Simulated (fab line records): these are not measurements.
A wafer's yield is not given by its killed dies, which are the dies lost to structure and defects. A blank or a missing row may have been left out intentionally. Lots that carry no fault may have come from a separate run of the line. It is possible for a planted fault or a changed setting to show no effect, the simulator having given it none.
Chamber matching + flow nand_harc + NHARC_A_STAIRCASE_ETCHBACK_422 on rie_diel-01 has 4 sister chambers
The step etches the open film in CH3F/O2, target depth 40 nm, time 74.286 s. 4 wafers are shown with their chamber, then 12 later ones without.

== WAFERS PAIRED WITH THEIR CHAMBERS ==
| wafer  | chamber | drypump_motor_current_A (A) |
|--------|---------|-----------------------------|
| L089.4 | 3       | 5.7                         |
| L091.1 | 1       | 5.9                         |
| L091.2 | 0       | 5.4                         |
| L091.3 | 2       | 6.2                         |

== WAFERS WHOSE CHAMBER IS MISSING ==
| wafer  | drypump_motor_current_A (A) |
|--------|-----------------------------|
| L094.1 | 5.7                         |
| L094.3 | 5.5                         |
| L094.4 | 5.9                         |
| L094.2 | 6.2                         |
| L094.5 | 5.4                         |
| L094.6 | 5.7                         |
| L095.1 | 5.4                         |
| L095.2 | 5.9                         |
| L095.5 | 5.9                         |
| L095.3 | 5.7                         |
| L095.4 | 6.2                         |
| L095.6 | 5.4                         |

== CHAMBER TAKEN BY EACH ==
| wafer  | from the rows above | in truth |
|--------|---------------------|----------|
| L094.1 | 3                   | 3        |
| L094.3 | 0                   | 0        |
| L094.4 | 1                   | 1        |
| L094.2 | 2                   | 2        |
| L094.5 | 0                   | 0        |
| L094.6 | 3                   | 3        |
| L095.1 | 0                   | 0        |
| L095.2 | 1                   | 1        |
| L095.5 | 1                   | 1        |
| L095.3 | 3                   | 3        |
| L095.4 | 2                   | 2        |
| L095.6 | 0                   | 0        |
Correct placement for 12 of the 12. Can't be placed from these rows: 0. 0 placed wrongly.
How it was worked out, from the rows above alone: a wafer's distance from a chamber is the root of the sum, over the readings, of the square of ((its reading less the chamber's mean) divided by the reading's scatter). If the next closest chamber is less than 2 further off than the closest, the wafer can't be placed; otherwise it belongs to the closest. The mean given for a chamber averages the wafers shown for that chamber. The scatter: with one shown wafer a chamber, the root of the mean of the squares of how far each hidden wafer lies from its nearest shown one.
